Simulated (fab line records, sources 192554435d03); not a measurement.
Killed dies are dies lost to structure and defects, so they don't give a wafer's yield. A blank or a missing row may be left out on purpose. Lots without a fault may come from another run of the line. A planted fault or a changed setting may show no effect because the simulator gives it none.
fab line records | flow n5_finfet
record lots=7 wafers=21
route steps=1938 shown WELL_APT@21 PMOS_HMC_CHANNEL_EPI@69 FIN_SAQP@143 DUMMY_GATE@221 SD_EPI_N@267
start_h: hours from the record's first day to the start of the lot's first wafer shown | wait_h: hours since the lot's step before | " the same as in the row above | L1.1+2: a row that stands for several wafers | - no value, or no start given | * or withheld: withheld | < > ~ a bound
route shown NAME@n: a module of which the file shows steps, and the number in the route of the first | usual: mean/standard deviation of fault-free wafers | same: alike in all rows | chamber/n: place in a boat | sites: the reading at each site | _std_site: their standard deviation | _edge_site: outer sites' mean less inner sites' | radius_mm: how far each site lies from the wafer's centre | mask NAME#n: copy n | behind: the tool/chamber that last shaped the wafer | hold: why the lot was held/for how many hours/how that ended | device: the transistor (n, p or np) that didn't switch | end of line: the same wafers' tests at the end of the route | a step without rows: its recipe alone | killed: dies lost to structure and defects at the first sort, not the wafer's yield | map: a wafer's dies, x killed, . not, _ none there
set.NAME: the setting as run; set.NAME@STEP: as run at that earlier step | model.NAME: the simulator's own value behind a step, which no gauge read
lots whose settings were changed on purpose; a table a step, a row a wafer
## steps
# step N5_WELL_APT_COAT_02
# recipe spin_rpm=1357 resist_thk_nm=950
# columns lot.wafer tool chamber start_h wait_h set.spin_rpm model.coat_of_WELL_APT_COAT_02.thk_nm
L081.2 litho_track-03 0 - - 1357 953
L081.3 " 0 " " 1357 953.8
L081.4 " 0 " " 1357 952.6
L082.1 litho_track-03 0 - - 1357 951.2
L082.4 " 0 " " 1440 922.9
L082.5 " 0 " " 1357 950.8
L083.1+6 litho_track-02 0 - - 1357 951.9
L083.4 " 0 " " 1357 950.1
L089.2 litho_track-02 0 - - 1357 953.9
L089.3 " 0 " " 1357 954.8
L089.6 " 0 " " 1212 1011
L092.4 litho_track-05 0 - - 1357 951.8
L092.5 " 0 " " 1209 1007
L092.6 " 0 " " 1357 949.7
L093.1 litho_track-05 0 - - 1357 946.6
L093.3 " 0 " " 1357 948.1
L093.5 " 0 " " 1357 949
L094.2 litho_track-02 0 - - 1357 953.2
L094.4 " 0 " " 1357 955.5
L094.6 " 0 " " 1315 972
# step N5_WELL_APT_EXPOSE_05
# recipe mask_id=NWELL na=0.8 source_shape=conventional sigma_outer=0.8 polarization=unpolarized defocus_nm=0 target_cd_nm=200 dose_mj=20.3
# columns lot.wafer tool chamber start_h wait_h mask set.dose_mj
L081.2+3+4 krf_scanner-01 0 56.17 - NWELL#0 20.3
L082.1+4 krf_scanner-02 0 61.51 - NWELL#0 19.16
L082.5 " 0 " " NWELL#0 20.3
L083.1+4+6 krf_scanner-02 0 67.54 - NWELL#0 20.3
L089.2+6 krf_scanner-02 0 103.61 - NWELL#0 20.3
L089.3 " 0 " " NWELL#0 21.34
L092.4+6 krf_scanner-02 0 122.44 - NWELL#0 21.19
L092.5 " 0 " " NWELL#0 20.3
L093.1+3 krf_scanner-01 0 127.99 - NWELL#0 20.3
L093.5 " 0 " " NWELL#0 20.91
L094.2 krf_scanner-02 0 134.50 - NWELL#0 20.3
L094.4+6 " 0 " " NWELL#0 21.35
# step N5_WELL_APT_PEB_06
# recipe peb_temp_c=130 peb_time_s=90
# step N5_WELL_APT_DEVELOP_07
# recipe develop_time_s=45 rinse_liquid=surfactant_rinse dry=air_spin dev_temp_c=21
# step N5_WELL_APT_HARDBAKE_12
# recipe temp_c=130 time_s=120
# step N5_WELL_APT_CD_MEAS_08
# recipe target_cd_nm=200 landing_energy_ev=500 detector=se_inlens
# usual cd_nm=199.6/1.8
# columns lot.wafer tool chamber start_h wait_h set.dose_mj@WELL_APT_EXPOSE_05 cd_nm
L081.2 cd_sem-03 0 56.34 - 20.3 201.0
L081.3 " 0 " " 20.3 199.4
L081.4 " 0 " " 20.3 199.5
L082.1 cd_sem-03 0 61.69 - 19.16 191.3
L082.4 " 0 " " 19.16 193.9
L082.5 " 0 " " 20.3 201.7
L083.1 cd_sem-03 0 67.71 - 20.3 198.5
L083.4 " 0 " " 20.3 196.9
L083.6 " 0 " " 20.3 198.9
L089.2 cd_sem-02 0 103.78 - 20.3 198.3
L089.3 " 0 " " 21.34 208.8
L089.6 " 0 " " 20.3 197.8
L092.4 cd_sem-03 0 122.60 - 21.19 207.0
L092.5 " 0 " " 20.3 195.2
L092.6 " 0 " " 21.19 206.3
L093.1 cd_sem-03 0 128.17 - 20.3 203.1
L093.3 " 0 " " 20.3 199.9
L093.5 " 0 " " 20.91 207.8
L094.2 cd_sem-03 0 134.67 - 20.3 201.4
L094.4 " 0 " " 21.35 206.7
L094.6 " 0 " " 21.35 205.8
# step N5_WELL_APT_DESCUM_13
# recipe chemistry=O2 time_s=7.9 source_power_w=50 bias_power_w=20 pressure_mtorr=20 rf_frequency_hz=2.712e+07 temp_c=40 o2_flow_sccm=225
# columns lot.wafer tool chamber start_h wait_h set.dose_mj@WELL_APT_EXPOSE_05 model.WELL_APT.cd_nm
L081.2 rie_diel-01 3 56.42 0.0 20.3 201.2
L081.3 " 2 " " 20.3 199.6
L081.4 " 0 " " 20.3 199.3
L082.1 rie_diel-06 1 62.58 0.8 19.16 191.4
L082.4 " 2 " " 19.16 194
L082.5 " 1 " " 20.3 202.3
L083.1 rie_diel-06 0 67.80 0.0 20.3 198.4
L083.4 " 3 " " 20.3 196.8
L083.6 " 1 " " 20.3 199.1
L089.2 rie_diel-06 0 104.45 0.6 20.3 198.2
L089.3 " 1 " " 21.34 208.9
L089.6 " 2 " " 20.3 197.8
L092.4 rie_diel-01 1 124.17 1.5 21.19 207
L092.5 " 2 " " 20.3 195.4
L092.6 " 0 " " 21.19 206.2
L093.1 rie_diel-01 0 128.26 0.0 20.3 202.7
L093.3 " 2 " " 20.3 199.8
L093.5 " 0 " " 20.91 207.7
L094.2 rie_diel-02 1 134.77 0.0 20.3 201.5
L094.4 " 3 " " 21.35 206.2
L094.6 " 3 " " 21.35 205.8
# step N5_PMOS_HMC_CHANNEL_EPI_ETCH_32
# recipe chemistry=N2/H2 target=BARC stop_on=SiO2 target_depth_a=858 over_etch_frac=0.3 time_s=50.3 ion_energy_ev=200 mask_material=CAR-ArF-block pressure_mtorr=30 source_w=840 bias_w=150 n2_flow_sccm=200 h2_flow_sccm=200
# usual rf_vpp_V=524.3/2
# columns lot.wafer tool chamber start_h wait_h set.bias_w rf_vpp_V
L081.2 rie_diel-03 3 60.05 0.0 170.2 570.1
L081.3 " 1 " " 170.2 567.7
L081.4 " 2 " " 150 527.6
L082.1 rie_diel-04 3 66.46 0.0 165.2 558.0
L082.4 " 2 " " 150 521.2
L082.5 " 2 " " 150 519.9
L083.1 rie_diel-04 3 71.52 0.0 150 524.3
L083.4 " 1 " " 150 525.1
L083.6 " 3 " " 150 522.6
L089.2 rie_diel-05 1 108.98 0.0 150 523.8
L089.3 " 3 " " 150 524.9
L089.6 " 3 " " 150 525.3
L092.4 rie_diel-03 1 128.38 0.0 150 523.1
L092.5 " 1 " " 150 524.4
L092.6 " 2 " " 136.9 496.9
L093.1 rie_diel-03 2 132.07 0.0 150 527.2
L093.3 " 1 " " 150 522.8
L093.5 " 2 " " 139.7 502.7
L094.2 rie_diel-04 0 139.37 0.0 150 524.2
L094.4 " 3 " " 150 523.0
L094.6 " 1 " " 150 525.7
# step N5_FIN_SAQP_ETCH_34
# recipe chemistry=C4F6/O2 target=SiO2 target_depth_a=450 time_s=15 ion_energy_ev=250 pressure_mtorr=30 source_w=345 bias_w=185 Ar_flow_sccm=300 C4F6_flow_sccm=10 O2_flow_sccm=10 ends=cleared
# usual rf_vpp_V=659/11
# columns lot.wafer tool chamber start_h wait_h set.source_w rf_vpp_V
L081.2 rie_diel-02 2 68.43 0.0 345 659
L081.3 " 0 " " 361.8 631
L081.4 " 1 " " 361.8 646
L082.1 rie_diel-06 0 74.54 0.0 378 601
L082.4 " 1 " " 345 680
L082.5 " 2 " " 378 635
L083.1 rie_diel-01 3 80.81 0.0 345 658
L083.4 " 0 " " 345 653
L083.6 " 0 " " 345 651
L089.2 rie_diel-01 1 119.48 0.0 345 657
L089.3 " 0 " " 345 651
L089.6 " 0 " " 320.6 677
L092.4 rie_diel-01 0 137.98 0.0 368.9 630
L092.5 " 1 " " 368.9 633
L092.6 " 2 " " 345 675
L093.1 rie_diel-02 3 140.84 0.0 345 652
L093.3 " 0 " " 301 690
L093.5 " 0 " " 345 646
L094.2 rie_diel-01 0 148.14 0.0 345 652
L094.4 " 3 " " 345 657
L094.6 " 0 " " 299.2 701
# step N5_DUMMY_GATE_PECVD_30
# recipe material=SiO2 target_thk_a=550 temp_c=400 precursor=TEOS/O2 pressure_torr=6.5 rf_w=withheld teos_flow_sccm=withheld gas=O2 flow_sccm=2650 time_s=10.8
# columns lot.wafer tool chamber start_h wait_h set.time_s model.SiO2_of_DUMMY_GATE_PECVD_30.thk_nm
L081.2 pecvd-04 2 87.51 0.0 10.8 54.6
L081.3 " 0 " " 10.8 54.8
L081.4 " 0 " " 12.38 63.6
L082.1 pecvd-01 2 94.52 0.0 10.08 52.4
L082.4 " 2 " " 10.8 56.6
L082.5 " 0 " " 10.8 55.8
L083.1 pecvd-02 0 101.60 0.0 10.8 54.8
L083.4 " 0 " " 10.8 55.6
L083.6 " 1 " " 10.8 55.2
L089.2 pecvd-01 2 139.01 0.0 10.22 51.6
L089.3 " 0 " " 10.8 54.4
L089.6 " 0 " " 10.8 54.6
L092.4 pecvd-04 0 159.66 0.1 10.8 55
L092.5 " 1 " " 10.04 51.2
L092.6 " 2 " " 10.04 51.6
L093.1 pecvd-01 1 163.68 0.0 10.8 55.4
L093.3 " 0 " " 10.8 54.2
L093.5 " 2 " " 10.8 55.8
L094.2+6 pecvd-02 1,0 168.61 0.0 11.49 58.2
L094.4 " 1 " " 10.8 55.6
# step N5_DUMMY_GATE_COAT_34
# recipe resist=SOC temp_c=250 time_s=60 spin_rpm=1500 resist_thk_nm=60
# step N5_DUMMY_GATE_COAT_35
# recipe resist=SiARC temp_c=220 time_s=60 spin_rpm=1500 resist_thk_nm=10
# step N5_DUMMY_GATE_ETCH_31
# recipe chemistry=C4F6/O2 target=SiO2 mask_material=SOC target_depth_a=825 time_s=27.5 ion_energy_ev=250 pressure_mtorr=30 source_w=345 bias_w=185 Ar_flow_sccm=300 C4F6_flow_sccm=10 O2_flow_sccm=10
# step N5_DUMMY_GATE_STRIP_41
# recipe chemistry=O2 power_w=400 temp_c=40 pressure_mtorr=30 rf_frequency_hz=6e+07 bias_power_w=0 overash_fraction=0.3 o2_flow_sccm=225
# step N5_DUMMY_GATE_HM_OPEN_21
# recipe chemistry=CH3F/O2 target=SiNx target_depth_a=1200 Ar_flow_sccm=150 CH3F_flow_sccm=30 O2_flow_sccm=23 time_s=171.4 pressure_mtorr=30 source_w=395 bias_w=73 ion_energy_ev=120.7
# columns lot.wafer tool chamber start_h wait_h set.time_s@DUMMY_GATE_PECVD_30 model.SiO2_of_DUMMY_GATE_PECVD_30.thk_nm
L081.2 rie_diel-03 1 88.49 0.0 10.8 44.6
L081.3 " 3 " " 10.8 44.4
L081.4 " 2 " " 12.38 54
L082.1 rie_diel-05 1 95.68 0.0 10.08 43
L082.4 " 0 " " 10.8 46.6
L082.5 " 2 " " 10.8 46
L083.1 rie_diel-05 3 102.73 0.0 10.8 45
L083.4 " 0 " " 10.8 45.6
L083.6 " 0 " " 10.8 45.2
L089.2 rie_diel-04 0 140.47 0.0 10.22 41.2
L089.3 " 3 " " 10.8 44.8
L089.6 " 2 " " 10.8 44.4
L092.4 rie_diel-04 3 160.60 0.0 10.8 45.2
L092.5 " 2 " " 10.04 41
L092.6 " 1 " " 10.04 41.8
L093.1 rie_diel-05 3 164.76 0.0 10.8 45.6
L093.3 " 1 " " 10.8 44.6
L093.5 " 1 " " 10.8 46.2
L094.2+6 rie_diel-03 0 169.69 0.0 11.49 48.4
L094.4 " 3 " " 10.8 45.2
# step N5_DUMMY_GATE_ETCH_32
# recipe chemistry=CF4 target=SiO2 target_depth_a=35 time_s=3.9 ion_energy_ev=350 pressure_mtorr=10 icp_w=800 bias_w=400 cf4_flow_sccm=80
# columns lot.wafer tool chamber start_h wait_h set.time_s@DUMMY_GATE_PECVD_30 model.SiO2_of_DUMMY_GATE_PECVD_30.thk_nm
L081.2+3 rie_si-01 0,3 88.65 0.1 10.8 41
L081.4 " 1 " " 12.38 50.4
L082.1 rie_si-05 0 95.84 0.1 10.08 39.4
L082.4 " 3 " " 10.8 43
L082.5 " 3 " " 10.8 42.4
L083.1 rie_si-05 1 102.89 0.1 10.8 41.4
L083.4 " 2 " " 10.8 42.2
L083.6 " 0 " " 10.8 41.8
L089.2 rie_si-01 0 140.63 0.1 10.22 37.6
L089.3 " 3 " " 10.8 41.4
L089.6 " 2 " " 10.8 40.8
L092.4 rie_si-01 2 160.76 0.1 10.8 41.6
L092.5 " 3 " " 10.04 37.6
L092.6 " 0 " " 10.04 38.2
L093.1 rie_si-05 1 164.92 0.1 10.8 42
L093.3 " 2 " " 10.8 41.2
L093.5 " 1 " " 10.8 42.8
L094.2+6 rie_si-04 1,0 169.85 0.1 11.49 44.8
L094.4 " 2 " " 10.8 41.6
# step N5_SD_EPI_N_EXPOSE_06
# recipe mask_id=SD_N_BLK na=1.35 source_shape=conventional sigma_outer=0.8 polarization=unpolarized target_cd_nm=120 dose_mj=39.75
# columns lot.wafer tool chamber start_h wait_h mask set.dose_mj
L081.2+3 arfi_scanner-03 0 90.02 - SD_N_BLK#0 39.75
L081.4 " 0 " " SD_N_BLK#0 38.47
L082.1+5 arfi_scanner-03 0 97.12 - SD_N_BLK#0 39.75
L082.4 " 0 " " SD_N_BLK#0 41.66
L083.1+4+6 arfi_scanner-02 0 104.25 - SD_N_BLK#0 39.75
L089.2+3 arfi_scanner-03 0 141.91 - SD_N_BLK#0 41.36
L089.6 " 0 " " SD_N_BLK#0 39.75
L092.4+5+6 arfi_scanner-02 0 162.80 - SD_N_BLK#0 39.75
L093.1+3+5 arfi_scanner-01 0 166.52 - SD_N_BLK#0 39.75
L094.2 arfi_scanner-02 0 171.50 - SD_N_BLK#0 37.58
L094.4+6 " 0 " " SD_N_BLK#0 39.75
# step N5_SD_EPI_N_PEB_07
# recipe peb_temp_c=110 peb_time_s=60 resist=CAR-ArF-block
# step N5_SD_EPI_N_DEVELOP_08
# recipe develop_time_s=30 developer=TMAH resist=CAR-ArF-block dev_temp_c=23 rinse_liquid=diw dry=air_spin
# step N5_SD_EPI_N_CD_MEAS_09
# recipe target_cd_nm=120 landing_energy_ev=500 detector=se_inlens
# usual cd_nm=120.3/0.63
# columns lot.wafer tool chamber start_h wait_h set.dose_mj@SD_EPI_N_EXPOSE_06 cd_nm
L081.2 cd_sem-03 0 90.14 - 39.75 120.4
L081.3 " 0 " " 39.75 120.5
L081.4 " 0 " " 38.47 118.1
L082.1 cd_sem-03 0 97.25 - 39.75 119.9
L082.4 " 0 " " 41.66 123.1
L082.5 " 0 " " 39.75 119.6
L083.1 cd_sem-02 0 104.38 - 39.75 120.1
L083.4 " 0 " " 39.75 120.2
L083.6 " 0 " " 39.75 121.1
L089.2 cd_sem-02 0 142.03 - 41.36 124.5
L089.3 " 0 " " 41.36 124.4
L089.6 " 0 " " 39.75 121.1
L092.4 cd_sem-02 0 162.91 - 39.75 121.2
L092.5 " 0 " " 39.75 120.7
L092.6 " 0 " " 39.75 120.6
L093.1 cd_sem-02 0 166.64 - 39.75 120.5
L093.3 " 0 " " 39.75 120.2
L093.5 " 0 " " 39.75 120.4
L094.2 cd_sem-01 0 171.62 - 37.58 116.7
L094.4 " 0 " " 39.75 120.1
L094.6 " 0 " " 39.75 121.5
# step N5_SD_EPI_N_DESCUM_14
# recipe chemistry=O2 time_s=7.9 source_power_w=50 bias_power_w=20 pressure_mtorr=20 rf_frequency_hz=2.712e+07 temp_c=40 resist=CAR-ArF-block o2_flow_sccm=225
# columns lot.wafer tool chamber start_h wait_h set.time_s set.dose_mj@SD_EPI_N_EXPOSE_06 model.SD_EPI_N.cd_nm
L081.2 rie_diel-01 3 90.79 0.6 7.131 39.75 120
L081.3 " 0 " " 7.9 39.75 120.6
L081.4 " 1 " " 7.131 38.47 117.8
L082.1 rie_diel-01 3 97.79 0.5 7.9 39.75 119.8
L082.4 " 2 " " 7.9 41.66 123
L082.5 " 2 " " 7.9 39.75 119.6
L083.1 rie_diel-06 1 104.68 0.3 7.9 39.75 120.4
L083.4 " 3 " " 7.9 39.75 120.2
L083.6 " 2 " " 7.9 39.75 121
L089.2 rie_diel-01 3 142.11 0.0 7.9 41.36 124.8
L089.3 " 2 " " 7.9 41.36 124.4
L089.6 " 3 " " 7.9 39.75 121.4
L092.4 rie_diel-01 1 163.01 0.0 7.169 39.75 121.2
L092.5 " 0 " " 7.9 39.75 120.4
L092.6 " 3 " " 7.9 39.75 120.8
L093.1 rie_diel-06 1 166.73 0.0 7.9 39.75 120.8
L093.3 " 3 " " 7.9 39.75 120
L093.5 " 1 " " 7.9 39.75 120.4
L094.2 rie_diel-01 3 171.74 0.1 7.9 37.58 116.8
L094.4 " 0 " " 7.9 39.75 120
L094.6 " 1 " " 6.462 39.75 121.4
# step N5_SD_EPI_N_ETCH_34
# recipe chemistry=CF4 target=SiARC target_depth_a=455 mask_material=CAR-ArF-block time_s=75.8 ion_energy_ev=80 pressure_mtorr=40 source_w=545 bias_w=36 Ar_flow_sccm=100 cf4_flow_sccm=100 ends=cleared
# columns lot.wafer tool chamber start_h wait_h set.dose_mj@SD_EPI_N_EXPOSE_06 model.SD_EPI_N.cd_nm
L081.2 rie_diel-01 3 90.83 0.0 39.75 120.2
L081.3 " 0 " " 39.75 120.8
L081.4 " 1 " " 38.47 118
L082.1 rie_diel-01 3 97.83 0.0 39.75 120
L082.4 " 2 " " 41.66 123
L082.5 " 2 " " 39.75 119.4
L083.1 rie_diel-06 1 104.72 0.0 39.75 120.4
L083.4 " 3 " " 39.75 120.2
L083.6 " 2 " " 39.75 120.6
L089.2 rie_diel-01 3 142.15 0.0 41.36 124.8
L089.3 " 2 " " 41.36 124.2
L089.6 " 3 " " 39.75 121.2
L092.4 rie_diel-01 1 163.06 0.0 39.75 121.4
L092.5 " 0 " " 39.75 120.4
L092.6 " 3 " " 39.75 120.8
L093.1 rie_diel-06 1 166.76 0.0 39.75 121
L093.3 " 3 " " 39.75 120
L093.5 " 1 " " 39.75 120.6
L094.2 rie_diel-01 3 171.78 0.0 37.58 116.8
L094.4 " 0 " " 39.75 120.2
L094.6 " 1 " " 39.75 121.4
# step N5_SD_EPI_N_EPI_21
# recipe material=Si:P dopant=P temp_c=680 pressure_torr=255 time_s=690
# columns lot.wafer tool chamber start_h wait_h set.epi_growth_time_s model.Si-P_of_SD_EPI_N_EPI_21.thk_nm
L081.2 epi_rpcvd-01 0 93.19 0.5 754.6 63.2
L081.3 " 0 " " 690 58.8
L081.4 " 0 " " 754.6 63
L082.1 epi_rpcvd-02 0 99.46 0.1 690 58.4
L082.4 " 0 " " 690 59
L082.5 " 0 " " 690 58.8
L083.1 epi_rpcvd-04 0 106.78 0.2 690 58.2
L083.4 " 0 107.90 1.2 690 58.6
L083.6 " 0 " " 690 59
L089.2 epi_rpcvd-01 0 144.07 0.4 756.4 63.4
L089.3 " 0 " " 690 58.6
L089.6 " 0 " " 690 59.6
L092.4 epi_rpcvd-04 0 166.20 1.2 690 59.8
L092.5 " 0 " " 660.5 57.4
L092.6 " 0 " " 690 59.6
L093.1 epi_rpcvd-01 0 168.63 0.1 690 60
L093.3 " 0 " " 690 58.8
L093.5 " 0 " " 690 58.6
L094.2 epi_rpcvd-02 0 173.93 0.4 690 59
L094.4+6 " 0 " " 690 58.8
# step N5_SD_EPI_N_PRECLEAN_24
# recipe chemistry=O3/DIW time_s=60 temp_c=22 o3_ppm=10
# columns lot.wafer tool chamber start_h wait_h set.epi_growth_time_s@SD_EPI_N_EPI_21 model.Si-P_of_SD_EPI_N_EPI_21.thk_nm
L081.2+4 wet_bench-05 3,4 95.12 0.0 754.6 62.6
L081.3 " 5 " " 690 58.4
L082.1 wet_bench-02 2 101.22 0.0 690 58
L082.4 " 1 " " 690 58.6
L082.5 " 3 " " 690 58.4
L083.1 wet_bench-02 5 109.11 0.1 690 57.8
L083.4 " 7 " " 690 58.2
L083.6 " 6 " " 690 58.6
L089.2 wet_bench-05 7 145.54 0.0 756.4 63
L089.3 " 2 " " 690 58.2
L089.6 " 1 " " 690 59.2
L092.4 wet_bench-05 4 167.40 0.0 690 59.4
L092.5 " 7 " " 660.5 57.2
L092.6 " 0 " " 690 59.2
L093.1 wet_bench-02 0 170.39 0.0 690 59.6
L093.3 " 3 " " 690 58.4
L093.5 " 1 " " 690 58.2
L094.2 wet_bench-02 3 175.40 0.0 690 58.6
L094.4+6 " 4,6 " " 690 58.4
## key
split step=N5_WELL_APT_COAT_02 setting=spin_rpm stated=1357 by=wafer
response step=N5_WELL_APT_COAT_02 reading=model.coat_of_WELL_APT_COAT_02.thk_nm change=-5.15 per=1% r=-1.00
split step=N5_WELL_APT_EXPOSE_05 setting=dose_mj stated=20.3 by=wafer
response step=N5_WELL_APT_CD_MEAS_08 reading=cd_nm change=+1.78 per=1% r=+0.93
response step=N5_WELL_APT_DESCUM_13 reading=model.WELL_APT.cd_nm change=+1.79 per=1% r=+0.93
split step=N5_PMOS_HMC_CHANNEL_EPI_ETCH_32 setting=bias_w stated=150 by=wafer
response step=N5_PMOS_HMC_CHANNEL_EPI_ETCH_32 reading=rf_vpp_V change=+3.25 per=1% r=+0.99
split step=N5_FIN_SAQP_ETCH_34 setting=source_w stated=345 by=wafer
response step=N5_FIN_SAQP_ETCH_34 reading=rf_vpp_V change=-4.18 per=1% r=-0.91
split step=N5_DUMMY_GATE_PECVD_30 setting=time_s stated=10.8 by=wafer
response step=N5_DUMMY_GATE_PECVD_30 reading=model.SiO2_of_DUMMY_GATE_PECVD_30.thk_nm change=+0.564 per=1% r=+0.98
response step=N5_DUMMY_GATE_HM_OPEN_21 reading=model.SiO2_of_DUMMY_GATE_PECVD_30.thk_nm change=+0.6 per=1% r=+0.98
response step=N5_DUMMY_GATE_ETCH_32 reading=model.SiO2_of_DUMMY_GATE_PECVD_30.thk_nm change=+0.595 per=1% r=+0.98
split step=N5_SD_EPI_N_EXPOSE_06 setting=dose_mj stated=39.75 by=wafer
response step=N5_SD_EPI_N_CD_MEAS_09 reading=cd_nm change=+0.753 per=1% r=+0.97
response step=N5_SD_EPI_N_DESCUM_14 reading=model.SD_EPI_N.cd_nm change=+0.73 per=1% r=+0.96
response step=N5_SD_EPI_N_ETCH_34 reading=model.SD_EPI_N.cd_nm change=+0.742 per=1% r=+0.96
split step=N5_SD_EPI_N_DESCUM_14 setting=time_s stated=7.9 by=wafer
response none clear
split step=N5_SD_EPI_N_EPI_21 setting=epi_growth_time_s stated=690 by=wafer
response step=N5_SD_EPI_N_EPI_21 reading=model.Si-P_of_SD_EPI_N_EPI_21.thk_nm change=+0.461 per=1% r=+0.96
response step=N5_SD_EPI_N_PRECLEAN_24 reading=model.Si-P_of_SD_EPI_N_EPI_21.thk_nm change=+0.452 per=1% r=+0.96
